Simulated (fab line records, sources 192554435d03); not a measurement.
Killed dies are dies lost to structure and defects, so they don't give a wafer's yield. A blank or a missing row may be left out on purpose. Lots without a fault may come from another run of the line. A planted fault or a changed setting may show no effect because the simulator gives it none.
A struck lot beside a sound one | flow n5_finfet | 38 steps out of a route of 1938
Sound: wafers L961.1, L961.3, L961.4. Struck: wafers L977.1, L977.2, L977.3. The cause comes at the end.
At each step with rows: each side's tool, then ch and its chambers, then its first start. Under that, the readings that differ: sound wafers | struck wafers | difference of the means | sigmas: that difference in standard deviations of wafers without a fault.
alike: readings whose means differ by less than 2 such deviations, and words and numbers that are the same on both sides. not compared: withheld readings, readings that some wafer has no value for, bounds like >300 that may hide the same value, and numbers for which the record gives no deviation and whose values overlap.
The two part at a step that has a row with sigmas, a row that says differs or no value, or rows on one side only. Numbers that don't overlap but have no deviation are shown without sigmas and don't part them. A reading that every wafer of one side lacks parts them only if that side has two wafers or more.

first, 9 steps without rows for these wafers: N5_BEOL_M4_ANNEAL_95 (time 240 s); N5_BEOL_M4_SPUTTER_96 (material Cu, target thk 4.5 nm, time 8.29 s); N5_BEOL_M4_ECD_50 (material Cu, target thk 300 nm); N5_BEOL_M4_ANNEAL_51 (time 90 s); N5_BEOL_M4_CMP_52 (polishes, stops on SiOC, t overpolish 6.8 s, target thk 40 nm); N5_BEOL_M4_PRE_CLEAN_60 (time 15 s); N5_BEOL_M4_CO_CAP_55 (material Co, precursor CCTBA/H2, target thk 2 nm, time 102.1 s); N5_BEOL_M4_PRE_CLEAN_56 (time 15 s); N5_BEOL_M4_DEP_57 (deposits SiCN from 3MS/NH3, target thk 8 nm, time 14 s).
N5_BEOL_M4_RC_MEAS_101:
  sound on prober-02 ch 0, day 10 09:19; struck on prober-01 ch 0, day 13 21:26
  alike: DIBL_N, DIBL_P, IOFF_N, IOFF_P, ION_N, ION_P, SS_N, SS_P, VT_N, VT_P
then, 24 steps without rows for these wafers: N5_BEOL_M5_ILD_DEP_00 (deposits SiCOH lowk from DEMS/porogen, target thk 140.64 nm, time 25.9 s); N5_BEOL_M5_CURE_79 (cures SiCOH lowk, time 240 s); N5_BEOL_M5_PECVD_70 (deposits SiO2 from TEOS/O2, target thk 16 nm, time 18 s); N5_BEOL_M5_HM_DEP_02 (deposits TiN, target thk 20 nm); N5_BEOL_M5_COAT_59 (time 60 s, resist thk 60 nm); N5_BEOL_M5_COAT_60 (time 60 s, resist thk 12 nm); N5_BEOL_M5_COAT_71 (time 60 s, resist thk 5 nm); N5_BEOL_M5_COAT_05 (resist thk 30 nm); N5_BEOL_M5_EBR_07; N5_BEOL_M5_SOFTBAKE_06 (time 60 s); N5_BEOL_M5_EXPOSE_08 (exposes mask M5, target cd 28 nm); N5_BEOL_M5_PEB_09 (peb time 60 s); N5_BEOL_M5_DEVELOP_10 (develop time 30 s); N5_BEOL_M5_DESCUM_16 (chemistry O2, time 7 s); N5_BEOL_M5_ETCH_72 (etches underlayer in N2/H2, target depth 6.5 nm, time 5.2 s); N5_BEOL_M5_ETCH_61 (etches SiARC in CF4, target depth 15.6 nm, time 26 s); N5_BEOL_M5_ETCH_62 (etches SOC in N2/H2, target depth 75 nm, overetch 15 nm, time 112.5 s); N5_BEOL_M5_STRIP_63 (strips in N2/H2); N5_BEOL_M5_STRIP_73 (strips in N2/H2); N5_BEOL_M5_STRIP_64 (strips in CF4); N5_BEOL_M5_HM_OPEN_17 (chemistry Cl2/BCl3, target TiN, target depth 20 nm, overetch 6 nm); N5_BEOL_M5_STRIP_19 (strips in O2); N5_BEOL_M5_COAT_65 (time 60 s, resist thk 60 nm); N5_BEOL_M5_COAT_66 (time 60 s, resist thk 12 nm).
-- the record jumps here: 3 days lie between the struck wafers' starts before and after (it left off in module BEOL_M5 and takes up again in module BEOL_M11, whose first step shown is number 1595 of the route) --
N5_BEOL_M11_ANNEAL_51: time 90 s.
  sound on rtp_anneal-01 ch 0, day 13 05:29; struck on rtp_anneal-02, day 16 14:59
  no value came back on the struck wafers for anneal_temp_c (C), anneal_temp_c_max, wafer_temp_C_max; on the sound wafers anneal_temp_c (C) reads 224.84 224.91 225.23
N5_BEOL_M11_CMP_52: polishes, stops on SiCOH lowk, t overpolish 7 s, target thk 140 nm.
  sound on cmp-03 ch 0,1,3, day 13 05:47; struck on cmp-02 ch 0,1,2, day 16 15:17
  reading                      | sound          | struck         | difference | sigmas
  barrier_field_endpoint_s (s) | 28.5 28.6 29.7 | 33.2 32.6 32.5 | +3.8       | +6
  time_to_endpoint_s (s)       | 64.7 62.2 64.7 | 87.2 84.6 86.5 | +22.2      | +10
  alike: motor_current_A, overpolish_run_s
N5_BEOL_M15_RC_MEAS_101:
  sound on prober-02 ch 0, day 14 05:27; struck on prober-01 ch 0, day 17 20:41
  reading          | sound          | struck         | difference | sigmas
  SERP_M8 (ohm/um) | 14.4 14.3 14.6 | 13.3 13.4 13.7 | -1.0       | -2
  alike: COMB_M10, COMB_M12, COMB_M13, COMB_M14, COMB_M15, COMB_M5, COMB_M6, COMB_M7, COMB_M8, COMB_M9, SERP_M10, SERP_M11, SERP_M12, SERP_M13, SERP_M14, SERP_M5, SERP_M6, SERP_M7, SERP_M9
  not compared: COMB_M11, COMB_M11_max_site
N5_PASSIVATION_PROBE_49:
  sound on prober-01, day 14 21:27; struck on prober-01, day 18 13:15
  reading                  | sound          | struck         | difference | sigmas
  defect_limited_yield (%) | 89.4 90.1 89.6 | 41.9 92.8 67.5 | -22.3      | -16
  killed_at_M4_up          | 19 18 20       | 593 9 301      | +282       | +52
  killed_dies              | 125 117 123    | 685 85 384     | +263       | +16
  sort_n_pass              | 1055 1063 1057 | 495 1095 796   | -263       | -16
  sort_yield_pct (%)       | 89.4 90.1 89.6 | 41.9 92.8 67.5 | -22.3      | -16
  alike: killed_at_M0_to_M3, killed_at_contacts, killed_at_front_end, killed_at_other, killed_open, killed_short, sort_bin_5_function, sort_bin_6_memory

WHERE THEY PART
First at N5_BEOL_M11_ANNEAL_51; last, within this record, at N5_PASSIVATION_PROBE_49.

WHY: what the simulator had put in
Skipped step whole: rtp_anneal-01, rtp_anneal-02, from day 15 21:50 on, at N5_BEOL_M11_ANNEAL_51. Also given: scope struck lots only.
